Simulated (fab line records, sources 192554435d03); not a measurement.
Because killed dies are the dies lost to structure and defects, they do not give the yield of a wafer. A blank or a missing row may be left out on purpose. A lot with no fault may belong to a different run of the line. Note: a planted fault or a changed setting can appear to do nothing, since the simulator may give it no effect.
fab line records	flow n5_finfet	part 1 of 2: steps 1 to 23 of 34
[record] lots = 5	wafers = 15	last_day = 19
route steps=1938 shown PMOS_HMC_CHANNEL_EPI@63 FIN_SAQP@90
lots that met no fault: taken from a fault-free run of the same line
start_h: hours from the record's first day to the start of the lot's first wafer shown	wait_h: hours elapsed since this lot's preceding step	" as in the row above	L1.1+2: a single row standing in for several wafers	- either no value or no given start	* or withheld: withheld	< > ~ a bound
route shown NAME@n: a module of which the file shows steps, and the number in the route of the first	usual: average and standard deviation across the fault-free wafers	same: alike in all rows	chamber/n: place in a boat	sites: each site's reading	_std_site: how widely they spread, as a standard deviation	_edge_site: the outer-site mean with the inner-site mean subtracted	radius_mm: how far each site lies from the wafer's centre	mask NAME#n: copy n	behind: the tool/chamber that last shaped the wafer	hold: the reason the lot was held/the length of the hold in hours/how it ended	device: the n, p or np transistor that did not switch	end of line: tests run on the same wafers once the route is complete	a step given without rows: its recipe and nothing more	killed: at the first sort, the dies lost to defects and structure; wafer yield is something else	map: a wafer's dies, marking killed ones x, the rest . and places with no die _
set.NAME: the run value of the setting; set.NAME@STEP: its run value at that earlier step	model.NAME: the simulator's own value behind a step, which no gauge read
lots seen at some steps along the route; tables by step, rows by wafer
services: a tool's chamber out of use, with start hour (start_h, from the record's first day; less than 0 if before it), hours out, and reason
[[steps]]
[step N5_PMOS_HMC_CHANNEL_EPI_PEB_07]
[recipe] peb_temp_c = 110	peb_time_s = 60	resist = CAR-ArF-block
lot.wafer	tool	chamber	start_h	wait_h
L084.1+2+3	litho_track-04	0	77.56	0.1
L086.1+5+6	litho_track-03	0	89.16	0.1
L091.1+3+6	litho_track-02	0	118.94	0.1
L093.3+5+6	litho_track-04	0	131.41	0.0
L096.1+4+6	litho_track-03	0	149.06	0.1
[step N5_PMOS_HMC_CHANNEL_EPI_DEVELOP_08]
[recipe] develop_time_s = 30	developer = TMAH	resist = CAR-ArF-block	dev_temp_c = 23	rinse_liquid = diw	dry = air_spin
[usual] developer_temp_C = 23.03/0.11
lot.wafer	tool	chamber	start_h	wait_h	developer_temp_C
L084.1	litho_track-04	0	-	-	22.92
L084.2	"	0	"	"	23.07
L084.3	"	0	"	"	23.18
L086.1	litho_track-03	0	-	-	22.90
L086.5	"	0	"	"	22.94
L086.6	"	0	"	"	22.92
L091.1	litho_track-02	0	-	-	23.15
L091.3	"	0	"	"	23.19
L091.6	"	0	"	"	22.98
L093.3	litho_track-04	0	-	-	23.11
L093.5	"	0	"	"	23.07
L093.6	"	0	"	"	23.20
L096.1	litho_track-03	0	-	-	23.04
L096.4	"	0	"	"	23.06
L096.6	"	0	"	"	23.00
[step N5_PMOS_HMC_CHANNEL_EPI_CD_MEAS_09]
[recipe] target_cd_nm = 237.4	landing_energy_ev = 500	detector = se_inlens
[usual] cd_nm = 237.4/0.89
lot.wafer	tool	chamber	start_h	wait_h	cd_nm
L084.1	cd_sem-02	0	77.62	-	238.0
L084.2	"	0	"	"	238.5
L084.3	"	0	"	"	238.6
L086.1	cd_sem-02	0	89.22	-	236.6
L086.5	"	0	"	"	236.1
L086.6	"	0	"	"	236.5
L091.1	cd_sem-02	0	119.01	-	237.6
L091.3	"	0	"	"	237.4
L091.6	"	0	"	"	237.6
L093.3	cd_sem-03	0	131.48	-	237.5
L093.5	"	0	"	"	237.3
L093.6	"	0	"	"	238.1
L096.1	cd_sem-02	0	149.13	-	237.3
L096.4	"	0	"	"	237.1
L096.6	"	0	"	"	237.9
[step N5_PMOS_HMC_CHANNEL_EPI_OVL_MEAS_10]
[recipe] points_per_wafer = 44
[usual] PMOS_HMC_BLK_OVL = -0.2/0.71
lot.wafer	tool	chamber	start_h	wait_h	PMOS_HMC_BLK_OVL[nm]
L084.1	overlay-01	0	77.65	0.0	0.6
L084.2	"	0	"	"	-0.2
L084.3	"	0	"	"	-0.7
L086.1	overlay-02	0	89.25	0.0	0.5
L086.5	"	0	"	"	0.2
L086.6	"	0	"	"	-0.3
L091.1	overlay-01	0	119.04	0.0	1.0
L091.3	"	0	"	"	0.2
L091.6	"	0	"	"	-0.3
L093.3	overlay-01	0	131.51	0.0	-0.4
L093.5	"	0	"	"	-0.4
L093.6	"	0	"	"	1.2
L096.1	overlay-01	0	149.16	0.0	0.1
L096.4	"	0	"	"	-0.7
L096.6	"	0	"	"	-0.6
[step N5_PMOS_HMC_CHANNEL_EPI_INSPECT_11]
[recipe] mode = adi	inspect_instrument = macro
[usual] raw_defect_count = 2.0/1.3
lot.wafer	tool	chamber	start_h	wait_h	raw_defect_count
L084.1	defect_inspect-02	-	77.68	0.0	4
L084.2	"	-	"	"	3
L084.3	"	-	"	"	4
L086.1	defect_inspect-02	-	89.28	0.0	3
L086.5	"	-	"	"	4
L086.6	"	-	"	"	1
L091.1	defect_inspect-02	-	119.07	0.0	1
L091.3	"	-	"	"	2
L091.6	"	-	"	"	2
L093.3	defect_inspect-01	-	131.53	0.0	2
L093.5	"	-	"	"	3
L093.6	"	-	"	"	4
L096.1	defect_inspect-01	-	149.19	0.0	2
L096.4	"	-	"	"	2
L096.6	"	-	"	"	5
[step N5_PMOS_HMC_CHANNEL_EPI_DESCUM_14]
[recipe] chemistry = O2	time_s = 7.9	source_power_w = 50	bias_power_w = 20	pressure_mtorr = 20	rf_frequency_hz = 2.712e+07	temp_c = 40	resist = CAR-ArF-block	o2_flow_sccm = 225
[usual] drypump_motor_current_A = 6.0/0.51	oes_product_au = 0.76/0.06	rf_vpp_V = 243.1/1.3	showerhead_plenum_p_Torr = 2.08/0.064	throttle_valve_pct = 20.46/0.16
lot.wafer	tool	chamber	start_h	wait_h	drypump_motor_current_A	oes_product_au	rf_hours_counter_h	rf_vpp_V	showerhead_plenum_p_Torr	throttle_valve_pct
L084.1	rie_diel-06	0	77.98	0.3	6.4	0.99	6	243.7	2.15	20.17
L084.2	"	2	"	"	6.7	0.72	189	242.1	2.00	20.62
L084.3	"	1	"	"	5.8	0.79	119	242.2	2.03	20.13
L086.1	rie_diel-06	2	89.31	0.0	6.7	0.72	193	240.5	2.00	20.62
L086.5	"	3	"	"	5.6	0.74	-	244.5	2.19	20.63
L086.6	"	0	"	"	6.4	0.96	-	244.3	2.15	20.15
L091.1	rie_diel-05	3	119.10	0.0	5.2	0.75	172	243.2	2.09	20.41
L091.3	"	2	"	"	6.7	0.72	208	243.2	2.09	20.42
L091.6	"	2	"	"	6.7	0.72	-	243.6	2.08	20.42
L093.3	rie_diel-05	2	131.57	0.0	6.8	0.72	212	241.4	2.08	20.41
L093.5	"	3	"	"	5.2	0.74	-	241.3	2.09	20.41
L093.6	"	2	"	"	6.8	0.72	-	243.8	2.08	20.41
L096.1	rie_diel-02	2	149.22	0.0	5.8	0.70	204	242.6	2.07	20.44
L096.4	"	1	"	"	5.7	0.71	163	244.5	2.18	20.48
L096.6	"	2	"	"	5.9	0.71	-	243.1	2.07	20.44
[step N5_PMOS_HMC_CHANNEL_EPI_ETCH_32]
[recipe] chemistry = N2/H2	target = BARC	stop_on = SiO2	target_depth_a = 858	over_etch_frac = 0.3	time_s = 50.3	ion_energy_ev = 200	mask_material = CAR-ArF-block	pressure_mtorr = 30	source_w = 840	bias_w = 150	n2_flow_sccm = 200	h2_flow_sccm = 200
[usual] drypump_motor_current_A = 6.0/0.51	oes_product_au = 0.65/0.048	rf_vpp_V = 523.5/2.2	showerhead_plenum_p_Torr = 2.53/0.072	throttle_valve_pct = 17.94/0.17
lot.wafer	tool	chamber	start_h	wait_h	drypump_motor_current_A	oes_product_au	rf_hours_counter_h	rf_vpp_V	showerhead_plenum_p_Torr	throttle_valve_pct
L084.1	rie_diel-06	0	78.01	0.0	6.4	0.81	6	526.6	2.60	17.61
L084.2	"	2	"	"	6.7	0.63	189	521.0	2.42	18.01
L084.3	"	1	"	"	5.8	0.67	119	520.8	2.47	17.67
L086.1	rie_diel-06	2	89.35	0.0	6.7	0.63	193	519.9	2.42	18.01
L086.5	"	3	"	"	5.6	0.63	-	527.7	2.65	18.00
L086.6	"	0	"	"	6.5	0.80	-	526.7	2.59	17.62
L091.1	rie_diel-05	3	119.14	0.0	5.2	0.64	172	521.9	2.53	17.88
L091.3	"	2	"	"	6.7	0.62	208	521.1	2.53	17.84
L091.6	"	2	"	"	6.7	0.62	-	522.8	2.53	17.84
L093.3	rie_diel-05	2	131.60	0.0	6.7	0.61	212	523.7	2.53	17.85
L093.5	"	3	"	"	5.2	0.64	-	523.4	2.52	17.89
L093.6	"	2	"	"	6.7	0.62	-	523.8	2.53	17.85
L096.1	rie_diel-02	2	149.26	0.0	5.8	0.60	204	522.6	2.52	17.96
L096.4	"	1	"	"	5.7	0.62	163	526.8	2.64	17.93
L096.6	"	2	"	"	5.9	0.60	-	522.6	2.52	17.95
[step N5_PMOS_HMC_CHANNEL_EPI_HM_OPEN_15]
[recipe] chemistry = CHF3/O2	target = SiO2	mask_material = CAR-ArF-block	target_depth_a = 406	CHF3_flow_sccm = 50	O2_flow_sccm = 5	Ar_flow_sccm = 200	time_s = 20.3	pressure_mtorr = 30	source_w = 650	bias_w = 170	ion_energy_ev = 200
[usual] drypump_motor_current_A = 6.0/0.51	mfc_ar_sccm = 200.0/0.66	oes_product_au = 0.76/0.059	rf_vpp_V = 524/9	showerhead_plenum_p_Torr = 2.40/0.068	throttle_valve_pct = 18.94/0.18
lot.wafer	tool	chamber	start_h	wait_h	drypump_motor_current_A	mfc_ar_sccm	oes_product_au	rf_hours_counter_h	rf_vpp_V	showerhead_plenum_p_Torr	throttle_valve_pct
L084.1	rie_diel-06	0	78.06	0.0	6.5	200.3	0.96	6	527	2.47	18.59
L084.2	"	2	"	"	6.7	199.8	0.74	189	529	2.31	19.05
L084.3	"	1	"	"	5.8	200.6	0.78	119	531	2.32	18.54
L086.1	rie_diel-06	2	89.39	0.0	6.7	200.5	0.73	193	530	2.30	19.06
L086.5	"	3	"	"	5.6	200.7	0.75	-	539	2.51	19.01
L086.6	"	0	"	"	6.4	200.0	0.95	-	529	2.47	18.62
L091.1	rie_diel-05	3	119.18	0.0	5.2	199.3	0.74	172	518	2.42	18.99
L091.3	"	2	"	"	6.8	199.7	0.71	208	511	2.39	18.83
L091.6	"	2	"	"	6.8	201.3	0.72	-	510	2.39	18.84
L093.3	rie_diel-05	2	131.64	0.0	6.7	199.8	0.71	212	512	2.39	18.84
L093.5	"	3	"	"	5.2	199.9	0.74	-	518	2.42	18.99
L093.6	"	2	"	"	6.7	199.6	0.72	-	510	2.39	18.81
L096.1	rie_diel-02	2	149.30	0.0	5.8	200.6	0.71	204	515	2.39	18.99
L096.4	"	1	"	"	5.7	199.3	0.71	163	526	2.50	18.88
L096.6	"	2	"	"	5.9	200.4	0.71	-	516	2.39	19.01
[step N5_PMOS_HMC_CHANNEL_EPI_STRIP_33]
[recipe] chemistry = N2/H2	power_w = 500	temp_c = 40	pressure_mtorr = 50	rf_frequency_hz = 6e+07	overash_fraction = 0.3	bias_power_w = 8	h2_frac = 0.5	n2_flow_sccm = 300	h2_flow_sccm = 300
[usual] drypump_motor_current_A = 6.0/0.52	oes_product_au = 0.76/0.062	rf_vpp_V = 53.8/1.9	showerhead_plenum_p_Torr = 3.34/0.091	throttle_valve_pct = 19.03/0.26
lot.wafer	tool	chamber	start_h	wait_h	drypump_motor_current_A	oes_product_au	rf_hours_counter_h	rf_vpp_V	showerhead_plenum_p_Torr	throttle_valve_pct
L084.1	rie_diel-06	0	78.11	0.0	6.5	0.98	6	51.8	3.43	19.04
L084.2	"	2	"	"	6.7	0.71	189	54.4	3.21	18.97
L084.3	"	1	"	"	5.8	0.77	119	52.3	3.27	18.69
L086.1	rie_diel-06	2	89.44	0.0	6.7	0.71	193	54.5	3.20	19.00
L086.5	"	3	"	"	5.6	0.74	-	54.2	3.49	18.91
L086.6	"	0	"	"	6.5	0.97	-	54.9	3.43	19.13
L091.1	rie_diel-05	3	119.23	0.0	5.2	0.73	172	52.0	3.34	19.17
L091.3	"	2	"	"	6.8	0.73	208	54.6	3.35	18.66
L091.6	"	2	"	"	6.7	0.73	-	52.2	3.35	18.65
L093.3	rie_diel-05	2	131.70	0.0	6.8	0.72	212	55.6	3.35	18.68
L093.5	"	3	"	"	5.2	0.73	-	57.9	3.34	19.20
L093.6	"	2	"	"	6.7	0.72	-	53.8	3.34	18.71
L096.1	rie_diel-02	2	149.35	0.0	5.9	0.70	204	55.2	3.33	18.80
L096.4	"	1	"	"	5.7	0.71	163	55.1	3.48	19.02
L096.6	"	2	"	"	5.9	0.72	-	52.9	3.33	18.83
[step N5_PMOS_HMC_CHANNEL_EPI_STRIP_17]
[recipe] chemistry = SPM	time_s = 750	temp_c = 130	h2so4_h2o2_vol_ratio = 4	dry = ipa_marangoni
lot.wafer	tool	chamber	start_h	wait_h
L084.1+2+3	wet_bench-04	3,6,0	78.18	-
L086.1+5+6	wet_bench-03	1,5,0	89.51	-
L091.1+3+6	wet_bench-03	1,6,3	119.30	-
L093.3+5+6	wet_bench-04	5,0,7	131.77	-
L096.1+4+6	wet_bench-02	6,1,4	149.42	-
[step N5_PMOS_HMC_CHANNEL_EPI_ETCH_38]
[recipe] chemistry = CF4	target = SiO2	target_depth_a = 15	ion_energy_ev = 350	pressure_mtorr = 10	icp_w = 800	bias_w = 400	cf4_flow_sccm = 80
[usual] drypump_motor_current_A = 5.6/0.55	oes_product_au = 1.003/0.024	throttle_valve_pct = 21.87/0.2
lot.wafer	tool	chamber	start_h	wait_h	drypump_motor_current_A	oes_product_au	rf_hours_counter_h	throttle_valve_pct
L084.1	rie_si-03	2	78.41	0.0	5.6	1.045	9	21.78
L084.2	"	0	"	"	6.1	1.004	143	21.91
L084.3	"	1	"	"	6.8	0.996	20	21.81
L086.1	rie_si-01	2	89.77	0.0	5.1	1.002	176	22.04
L086.5	"	1	"	"	5.9	0.976	-	21.81
L086.6	"	0	"	"	5.4	1.030	-	21.76
L091.1	rie_si-01	3	119.54	0.0	4.7	1.020	190	22.10
L091.3	"	0	"	"	5.4	1.039	71	21.73
L091.6	"	1	"	"	5.9	0.980	-	21.83
L093.3	rie_si-01	2	132.00	0.0	5.1	1.007	177	22.05
L093.5	"	1	"	"	6.0	0.982	-	21.81
L093.6	"	0	"	"	5.4	1.032	-	21.74
L096.1	rie_si-01	0	149.66	0.0	5.5	1.028	72	21.75
L096.4	"	3	"	"	4.8	1.021	190	22.10
L096.6	"	1	"	"	5.9	0.990	-	21.81
[step N5_PMOS_HMC_CHANNEL_EPI_FIN_RECESS_16]
[recipe] chemistry = HBr/Cl2	target = Si	mask_material = SiO2	target_depth_a = 540	time_s = 18	pressure_mtorr = 10	icp_w = 800	bias_w = 75	HBr_flow_sccm = 150	Cl2_flow_sccm = 80
[usual] drypump_motor_current_A = 5.6/0.55	oes_product_au = 1.003/0.019	throttle_valve_pct = 35.6/0.32
lot.wafer	tool	chamber	start_h	wait_h	drypump_motor_current_A	oes_product_au	rf_hours_counter_h	throttle_valve_pct
L084.1	rie_si-03	2	78.43	0.0	5.6	1.030	9	35.3
L084.2	"	0	"	"	6.2	1.009	143	35.8
L084.3	"	1	"	"	6.8	0.988	20	35.4
L086.1	rie_si-01	2	89.79	0.0	5.1	0.993	176	36.2
L086.5	"	1	"	"	5.9	0.989	-	35.3
L086.6	"	0	"	"	5.5	1.040	-	35.4
L091.1	rie_si-01	3	119.56	0.0	4.7	1.010	190	35.8
L091.3	"	0	"	"	5.4	1.038	71	35.5
L091.6	"	1	"	"	5.9	0.987	-	35.3
L093.3	rie_si-01	2	132.02	0.0	5.1	1.001	177	36.2
L093.5	"	1	"	"	5.9	0.994	-	35.3
L093.6	"	0	"	"	5.4	1.041	-	35.4
L096.1	rie_si-01	0	149.68	0.0	5.4	1.032	72	35.5
L096.4	"	3	"	"	4.7	1.014	190	35.8
L096.6	"	1	"	"	5.9	0.993	-	35.3
[step N5_PMOS_HMC_CHANNEL_EPI_PRECLEAN_36]
[recipe] chemistry = O3/DIW	time_s = 45	temp_c = 22	o3_ppm = 10
lot.wafer	tool	chamber	start_h	wait_h
L084.1+2+3	wet_bench-02	6,5,0	78.53	0.1
L086.1+5+6	wet_bench-04	6,5,0	89.88	0.1
L091.1+3+6	wet_bench-04	4,2,5	119.65	0.1
L093.3+5+6	wet_bench-03	2,4,1	132.12	0.1
L096.1+4+6	wet_bench-04	1,7,0	149.77	0.1
[step N5_PMOS_HMC_CHANNEL_EPI_PRECLEAN_18]
[recipe] chemistry = DHF	time_s = 30	temp_c = 25	dilution = withheld
lot.wafer	tool	chamber	start_h	wait_h
L084.1+2+3	wet_bench-02	6,5,0	78.55	0.0
L086.1+5+6	wet_bench-04	6,5,0	89.90	0.0
L091.1+3+6	wet_bench-04	4,2,5	119.67	0.0
L093.3+5+6	wet_bench-03	2,4,1	132.15	0.0
L096.1+4+6	wet_bench-04	1,7,0	149.79	0.0
[step N5_PMOS_HMC_CHANNEL_EPI_SRD_19]
[recipe] dry = ipa_marangoni	do_ppb = 5	time_s = 30	temp_c = 23	rinse_liquid = diw
[usual] do_ppb = 5.00/0.057
lot.wafer	tool	chamber	start_h	wait_h	do_ppb
L084.1	wet_bench-02	6	78.56	0.0	4.93
L084.2	"	5	"	"	5.05
L084.3	"	0	"	"	5.03
L086.1	wet_bench-04	6	89.91	0.0	4.98
L086.5	"	5	"	"	5.08
L086.6	"	0	"	"	5.05
L091.1	wet_bench-04	4	119.68	0.0	5.00
L091.3	"	2	"	"	4.98
L091.6	"	5	"	"	4.99
L093.3	wet_bench-03	2	132.17	0.0	5.00
L093.5	"	4	"	"	4.93
L093.6	"	1	"	"	5.05
L096.1	wet_bench-04	1	149.80	0.0	5.08
L096.4	"	7	"	"	5.00
L096.6	"	0	"	"	5.05
[step N5_PMOS_HMC_CHANNEL_EPI_EPI_20]
[recipe] material = SiGe30	mask_material = SiO2	pressure_torr = 20	target_thk_a = 590	temp_c = 600
lot.wafer	tool	chamber	start_h	wait_h
L084.1+2+3	epi_rpcvd-01	0	78.61	0.0
L086.1+5+6	epi_rpcvd-03	0	89.96	0.0
L091.1+3+6	epi_rpcvd-04	0	119.73	0.0
L093.3+5+6	epi_rpcvd-01	0	132.63	0.4
L096.1+4+6	epi_rpcvd-04	0	149.85	0.0
[step N5_PMOS_HMC_CHANNEL_EPI_HM_STRIP_35]
[recipe] chemistry = dHF	temp_c = 25	material = SiO2	target = SiO2	target_depth_a = 396	time_s = 216
lot.wafer	tool	chamber	start_h	wait_h
L084.1+2+3	wet_bench-03	4,7,6	79.84	1.0
L086.1+5+6	wet_bench-04	6,5,2	91.19	1.0
L091.1+3+6	wet_bench-03	7,4,2	120.96	1.0
L093.3+5+6	wet_bench-04	3,1,5	133.47	0.6
L096.1+4+6	wet_bench-04	4,7,5	151.08	1.0
[step N5_PMOS_HMC_CHANNEL_EPI_SRD_39]
[recipe] dry = ipa_marangoni	time_s = 30	temp_c = 23	rinse_liquid = diw
lot.wafer	tool	chamber	start_h	wait_h
L084.1+2+3	wet_bench-03	4,7,6	79.90	0.0
L086.1+5+6	wet_bench-04	6,5,2	91.25	0.0
L091.1+3+6	wet_bench-03	7,4,2	121.03	0.0
L093.3+5+6	wet_bench-04	3,1,5	133.53	0.0
L096.1+4+6	wet_bench-04	4,7,5	151.14	0.0
[step N5_PMOS_HMC_CHANNEL_EPI_CMP_21]
[recipe] material = SiGe30	post_cmp_clean = alkaline_brush	target_thk_nm = 54
[usual] edge_zone_pressure_frac = 1.001/0.0048	motor_current_A = 11.5/1.2
lot.wafer	tool	chamber	start_h	wait_h	edge_zone_pressure_frac	motor_current_A
L084.2	cmp-01	1	79.94	0.0	0.999	11.1
L084.3	"	2	"	"	1.005	12.9
L084.1	"	0	"	"	1.006	13.7
L086.1	cmp-03	2	91.33	0.1	1.003	11.4
L086.5	"	1	"	"	0.995	11.9
L086.6	"	2	"	"	1.004	12.1
L091.1	cmp-02	3	121.14	0.1	0.999	13.7
L091.3	"	0	"	"	1.000	11.3
L091.6	"	1	"	"	1.003	10.3
L093.3	cmp-01	0	133.61	0.1	1.001	12.9
L093.5	"	3	"	"	1.001	11.3
L093.6	"	0	"	"	1.002	13.5
L096.4	cmp-02	0	151.18	0.0	0.994	11.0
L096.1	"	1	"	"	1.008	10.0
L096.6	"	1	"	"	1.006	10.4
[step N5_PMOS_HMC_CHANNEL_EPI_THK_MEAS_22]
[recipe] reads = SiGe30_of_PMOS_HMC_CHANNEL_EPI_EPI_20
[usual] HMC_CMP_THK = 53.9/1
lot.wafer	tool	chamber	start_h	wait_h	HMC_CMP_THK[nm]
L084.1	film_metro-02	-	80.24	-	56.3
L084.2	"	-	"	"	53.7
L084.3	"	-	"	"	53.0
L086.1	film_metro-01	-	91.59	-	54.0
L086.5	"	-	"	"	52.7
L086.6	"	-	"	"	54.0
L091.1	film_metro-02	-	121.37	-	53.7
L091.3	"	-	"	"	54.4
L091.6	"	-	"	"	52.7
L093.3	film_metro-02	-	133.86	-	54.0
L093.5	"	-	"	"	52.7
L093.6	"	-	"	"	54.1
L096.1	film_metro-01	-	151.48	-	53.6
L096.4	"	-	"	"	53.7
L096.6	"	-	"	"	52.8
[step N5_PMOS_HMC_CHANNEL_EPI_PRECLEAN_40]
[recipe] chemistry = DHF	time_s = 30	temp_c = 25	dilution = withheld
lot.wafer	tool	chamber	start_h	wait_h
L084.1+2+3	wet_bench-04	1,0,7	80.27	0.0
L086.1+5+6	wet_bench-03	6,1,4	91.61	0.0
L091.1+3+6	wet_bench-03	6,0,1	121.39	0.0
L093.3+5+6	wet_bench-03	4,0,2	133.89	0.0
L096.1+4+6	wet_bench-03	4,5,2	151.50	0.0
[step N5_PMOS_HMC_CHANNEL_EPI_PRECLEAN_37]
[recipe] chemistry = O3/DIW	time_s = 45	temp_c = 22	o3_ppm = 10
lot.wafer	tool	chamber	start_h	wait_h
L084.1+2+3	wet_bench-04	1,0,7	80.28	0.0
L086.1+5+6	wet_bench-03	6,1,4	91.62	0.0
L091.1+3+6	wet_bench-03	6,0,1	121.40	0.0
L093.3+5+6	wet_bench-03	4,0,2	133.91	0.0
L096.1+4+6	wet_bench-03	4,5,2	151.51	0.0
[step N5_PMOS_HMC_CHANNEL_EPI_PRECLEAN_24]
[recipe] chemistry = DHF	time_s = 30	temp_c = 25	dilution = withheld
lot.wafer	tool	chamber	start_h	wait_h
L084.1+2+3	wet_bench-04	1,0,7	80.29	0.0
L086.1+5+6	wet_bench-03	6,1,4	91.64	0.0
L091.1+3+6	wet_bench-03	6,0,1	121.42	0.0
L093.3+5+6	wet_bench-03	4,0,2	133.94	0.0
L096.1+4+6	wet_bench-03	4,5,2	151.53	0.0
